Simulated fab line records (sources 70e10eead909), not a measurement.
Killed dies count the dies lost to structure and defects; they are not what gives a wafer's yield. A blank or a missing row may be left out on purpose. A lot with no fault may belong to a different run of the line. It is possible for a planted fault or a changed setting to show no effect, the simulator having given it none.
The tool behind it: which one?	flow nand harc	Sampling: 6 lots, 18 wafers, 2 of 1302 route steps

== WHAT THE GAUGES SHOWED, per wafer ==
NHARC_A_SGD_CUT_CD_MEAS_09: target cd 100 nm.
lot	measured	on	cd nm (nm)
L381	day 19 14:23	cd sem-02	100.0 101.2 99.8
L384	day 20 18:21	cd sem-02	99.4 100.2 100.7
L387	day 22 01:22	cd sem-03	101.4 100.0 101.8
L389	day 22 16:12	cd sem-01	99.3 98.6 100.2
L390	day 23 13:09	cd sem-02	98.8 100.0 99.1
L400	day 27 11:07	cd sem-03	98.8 98.9 100.2

== WHICH TOOL RAN EACH LOT (tool, then ch and the chambers of the sampled wafers, then the start) ==
lot	NHARC_A_STAIRCASE_CMP_472
L381	cmp-02 ch 0,2,3, day 19 13:23
L384	cmp-03 ch 0,1,2, day 20 17:13
L387	cmp-03 ch 0,2,3, day 22 00:23
L389	cmp-02 ch 1,2,3, day 22 15:06
L390	cmp-03 ch 0,2,3, day 23 12:02
L400	cmp-04 ch 2,3, day 27 09:59
- NHARC_A_STAIRCASE_CMP_472: polishes SiO2.

== THE ANSWER, worked out from the rows above alone ==
Rule: the lots themselves supply what counts as usual. The widest of any qualifying gaps counts: lots, ordered by their means at a reading, are off when they make up no more than a third of the lots, leave a main group of 4 or more, and stand apart from it by 3 or more times the standard deviation of that group's means. The tables above print the reading to a certain number of digits; a main group whose means all agree to those digits is not used. Also off: a lot with no number at a reading for which 4 or more lots have one. Any other lot the step has rows for is counted as sound.
No lot is off on any of the readings shown, so nothing can be concluded from this.

== WHAT HAD BEEN PUT IN BY THE SIMULATOR ==
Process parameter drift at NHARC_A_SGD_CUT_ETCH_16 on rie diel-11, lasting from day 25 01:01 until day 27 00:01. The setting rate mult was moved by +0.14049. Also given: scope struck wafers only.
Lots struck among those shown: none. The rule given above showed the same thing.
